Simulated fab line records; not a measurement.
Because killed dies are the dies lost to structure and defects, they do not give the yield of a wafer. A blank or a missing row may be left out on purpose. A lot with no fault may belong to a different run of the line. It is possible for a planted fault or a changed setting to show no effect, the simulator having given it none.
A lot that was struck, set against a sound lot	flow n5_finfet	17 out of 1938 route steps
Sound: the wafers L403.2, L403.3, L403.4. Struck: wafer L409.3; the same lot's L409.2 was not struck, so it is left out; see the end for the cause.
Per side, at each step with rows, come the tool, then ch with its chambers, and then its first start. Under that, the readings that differ: sound wafers	struck wafers	difference of the means	sigmas: that difference in standard deviations of wafers without a fault.
alike: same words and numbers on both sides, and readings whose means sit less than 2 such deviations apart. not compared: any withheld reading, any reading some wafer has no value for, any bound like >300 that may hide the same value, and any number with overlapping values for which the record gives no deviation.
The two part at a step that has a row with sigmas, a row that says differs or no value, or rows on one side only. Numbers that have no deviation but don't overlap get no sigmas and don't part them. Lack of a reading on every wafer of one side parts them only where that side has two or more wafers.

N5_SD_EPI_N_INSPECT_26: inspects for defects (darkfield).
  sound: defect_inspect-01 at day 4 10:43; struck: defect_inspect-01 at day 6 02:10
  alike: raw_defect_count
then, 8 steps without rows for these wafers: N5_SD_EPI_P_COAT_34 (time 60 s, resist thk 350 nm); N5_SD_EPI_P_COAT_35 (time 60 s, resist thk 35 nm); N5_SD_EPI_P_COAT_03 (resist thk 150 nm); N5_SD_EPI_P_EBR_05; N5_SD_EPI_P_SOFTBAKE_04 (time 60 s); N5_SD_EPI_P_EXPOSE_06 (exposes mask SD P BLK, target cd 240 nm); N5_SD_EPI_P_PEB_07 (peb time 60 s); N5_SD_EPI_P_DEVELOP_08 (develop time 30 s).
N5_SD_EPI_P_CD_MEAS_09: target cd 240 nm.
  sound on cd_sem-03 ch 0, day 4 11:07; struck on cd_sem-02 ch 0, day 6 02:34
  alike: cd_nm
N5_SD_EPI_P_OVL_MEAS_10:
  sound on overlay-02 ch 0, day 4 11:08; struck on overlay-01 ch 0, day 6 02:35
  alike: SD_P_BLK_OVL
N5_SD_EPI_P_INSPECT_11: inspects for defects (macro).
  sound: defect_inspect-02 at day 4 11:10; struck: defect_inspect-01 at day 6 02:37
  alike: raw_defect_count
N5_SD_EPI_P_DESCUM_14: chemistry O2, time 7.9 s.
  sound on rie_diel-02 ch 0,2,3, day 4 11:12; struck on rie_diel-06 ch 2, day 6 02:39
reading	sound	struck	difference	sigmas
rf_hours_counter_h (h)	152 119 83	208	+90	
model.CAR-ArF-block_of_SD_EPI_P_COAT_03.thk_nm (nm)	143.6 144 144	144.4	+0.5	
  alike: drypump_motor_current_A, oes_product_au, rf_vpp_V, showerhead_plenum_p_Torr, throttle_valve_pct
N5_SD_EPI_P_ETCH_36: etches SiARC in CF4, target depth 45.5 nm, time 75.8 s.
  sound on rie_diel-02 ch 0,2,3, day 4 11:14; struck on rie_diel-06 ch 2, day 6 02:41
reading	sound	struck	difference	sigmas
rf_hours_counter_h (h)	152 119 83	208	+90	
model.CAR-ArF-block_of_SD_EPI_P_COAT_03.thk_nm (nm)	111 111.4 111.4	111.8	+0.5	
  alike: bias_w, drypump_motor_current_A, etch_rf_on_time_s, oes_product_au, rf_vpp_V, showerhead_plenum_p_Torr, throttle_valve_pct
N5_SD_EPI_P_ETCH_37: etches SOC in N2/H2, overetch 108 nm, time 486 s.
  sound on rie_diel-02 ch 0,2,3, day 4 11:17; struck on rie_diel-06 ch 2, day 6 02:44
reading	sound	struck	difference	sigmas
bias_w (W)	131.8 132.7 133.1	133.4	+0.9	+2
rf_hours_counter_h (h)	152 119 83	208	+90	
  alike: drypump_motor_current_A, oes_product_au, rf_vpp_V, showerhead_plenum_p_Torr, throttle_valve_pct
-- the record jumps here: 7 days lie between the struck wafers' starts before and after (it left off in module SD_EPI_P and takes up again in module BEOL_M4, whose first step shown is number 1111 of the route) --
N5_BEOL_M4_RC_MEAS_101:
  sound on prober-02 ch 0, day 12 02:29; struck on prober-02 ch 0, day 12 23:10
reading	sound	struck	difference	sigmas
SS_P (mV/dec)	73.6 74.7 73.0	72.7	-1.1	-2
  alike: DIBL_N, DIBL_P, IOFF_N, IOFF_P, ION_N, ION_P, SS_N, VT_N, VT_P
N5_PASSIVATION_PROBE_49:
  the record has rows for the sound wafers here (prober-01, day 16 17:21) and none for the struck ones

WHERE THEY PART
Last at N5_PASSIVATION_PROBE_49 as far as this record goes, first at N5_SD_EPI_P_ETCH_37.

WHY: the cause the simulator had injected
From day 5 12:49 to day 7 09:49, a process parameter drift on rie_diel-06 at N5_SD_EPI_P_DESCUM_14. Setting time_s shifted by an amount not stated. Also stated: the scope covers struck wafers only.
